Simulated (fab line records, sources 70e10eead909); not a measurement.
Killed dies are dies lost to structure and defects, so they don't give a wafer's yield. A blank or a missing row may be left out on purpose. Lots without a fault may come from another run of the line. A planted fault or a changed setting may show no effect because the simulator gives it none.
A struck lot beside a sound one | flow nand_harc | 23 steps out of a route of 1302
Sound: wafers L755.1, L755.4, L755.6. Struck: wafers L771.1, L771.5, L771.6. The cause comes at the end.
At each step with rows: each side's tool, then ch and its chambers, then its first start. Under that, the readings that differ: sound wafers | struck wafers | difference of the means | sigmas: that difference in standard deviations of wafers without a fault.
alike: readings whose means differ by less than 2 such deviations, and words and numbers that are the same on both sides. not compared: withheld readings, readings that some wafer has no value for, bounds like >300 that may hide the same value, and numbers for which the record gives no deviation and whose values overlap.
The two part at a step that has a row with sigmas, a row that says differs or no value, or rows on one side only. Numbers that don't overlap but have no deviation are shown without sigmas and don't part them. A reading that every wafer of one side lacks parts them only if that side has two wafers or more.

NHARC_P_CONTACT_DEP_00: deposits SiO2, target thk 500 nm.
  sound on pecvd-01 ch 0,1,2; struck on pecvd-03 ch 0,1
  alike: heater_power_w, throttle_valve_pct
NHARC_P_CONTACT_CMP_01: polishes SiO2, target thk 200 nm.
  sound on cmp-04 ch 0,2, day 7 11:58; struck on cmp-03 ch 1,2, day 14 05:44
  alike: motor_current_A, slurry_flow_ml_min
then, 9 steps without rows for these wafers: NHARC_P_CONTACT_SRD_03; NHARC_P_CONTACT_DEHYDRATE_04 (time 120 s); NHARC_P_CONTACT_HMDS_05 (time 30 s); NHARC_P_CONTACT_COAT_33 (time 75 s); NHARC_P_CONTACT_COAT_34 (time 65 s); NHARC_P_CONTACT_COAT_06 (resist thk 90 nm); NHARC_P_CONTACT_SOFTBAKE_07 (time 55 s); NHARC_P_CONTACT_EBR_08; NHARC_P_CONTACT_EXPOSE_09 (exposes mask P CA, target cd 90 nm).
NHARC_P_CONTACT_PEB_10: peb time 65 s.
  sound on litho_track-04 ch 0, day 7 12:37; struck on litho_track-06 ch 0, day 14 06:27
  alike: resist_line_temp_C
then, 1 step without rows for these wafers: NHARC_P_CONTACT_DEVELOP_11 (develop time 35 s).
NHARC_P_CONTACT_CD_MEAS_12: target cd 90 nm.
  sound on cd_sem-02 ch 0, day 7 12:41; struck on cd_sem-01 ch 0, day 14 06:32
  reading    | sound          | struck            | difference | sigmas
  cd_nm (nm) | 91.3 90.2 90.7 | 107.0 106.4 105.8 | +15.7      | +24
NHARC_P_CONTACT_OVL_MEAS_13:
  sound on overlay-01, day 7 12:47; struck on overlay-01, day 14 06:37
  alike: overlay_x_nm, overlay_y_nm
NHARC_P_CONTACT_INSPECT_14:
  sound on defect_inspect-02, day 7 12:50; struck on defect_inspect-01, day 14 06:39
  alike: raw_defect_count
NHARC_P_CONTACT_DESCUM_17: chemistry O2, time 3 s.
  sound on rie_diel-06 ch 1,3, day 7 12:54; struck on rie_diel-13 ch 0,1,2, day 14 06:44
  reading                    | sound             | struck          | difference | sigmas
  model.P_CONTACT.cd_nm (nm) | 91.63 89.74 91.36 | 105.9 105.9 105 | +14.7      |
  alike: drypump_motor_current_A, o2_flow_sccm, oes_product_au, rf_vpp_V, showerhead_plenum_p_Torr, throttle_valve_pct
  not compared: rf_hours_counter_h
NHARC_P_CONTACT_ETCH_35: etches the open film in CF4, target depth 39 nm, time 65 s.
  sound on rie_diel-06 ch 1,2, day 7 12:58; struck on rie_diel-13 ch 0,1, day 14 06:48
  alike: drypump_motor_current_A, oes_product_au, rf_vpp_V, showerhead_plenum_p_Torr, throttle_valve_pct
  not compared: rf_hours_counter_h
NHARC_P_CONTACT_ETCH_36: etches the open film in N2/H2, target depth 260 nm, time 406.25 s.
  sound on rie_diel-06 ch 2,3; struck on rie_diel-13 ch 0,1,2
  alike: drypump_motor_current_A, oes_product_au, rf_vpp_V, showerhead_plenum_p_Torr, throttle_valve_pct
  not compared: rf_hours_counter_h
NHARC_P_CONTACT_ETCH_18: etches the open film in C4F8/O2/Ar, target depth 481 nm, time 240.5 s.
  sound on rie_diel-06 ch 0,2; struck on rie_diel-13 ch 0,3
  alike: oes_product_au, rf_vpp_V
  not compared: rf_hours_counter_h
then, 1 step without rows for these wafers: NHARC_P_CONTACT_STRIP_37 (strips in C4F8/O2/Ar).
NHARC_P_CONTACT_ETCH_31: etches the open film in CH3F/O2, target depth 30 nm, time 85.7 s.
  sound on rie_diel-06 ch 0,2,3; struck on rie_diel-13 ch 0,1,3
  reading                    | sound            | struck            | difference | sigmas
  model.P_CONTACT.cd_nm (nm) | 92.25 89.94 90.8 | 107.3 102.8 106.8 | +14.6      |
  alike: drypump_motor_current_A, o2_flow_sccm, oes_product_au, rf_vpp_V, showerhead_plenum_p_Torr, throttle_valve_pct
  not compared: rf_hours_counter_h
NHARC_P_CONTACT_CD_MEAS_19:
  sound on cd_sem-02, day 7 13:46; struck on cd_sem-01, day 14 07:35
  reading    | sound          | struck            | difference | sigmas
  cd_nm (nm) | 92.3 90.2 91.0 | 107.4 103.1 106.9 | +14.6      | +8

WHERE THEY PART
First at NHARC_P_CONTACT_CD_MEAS_12; last, within this record, at NHARC_P_CONTACT_CD_MEAS_19.

WHY: what the simulator had put in
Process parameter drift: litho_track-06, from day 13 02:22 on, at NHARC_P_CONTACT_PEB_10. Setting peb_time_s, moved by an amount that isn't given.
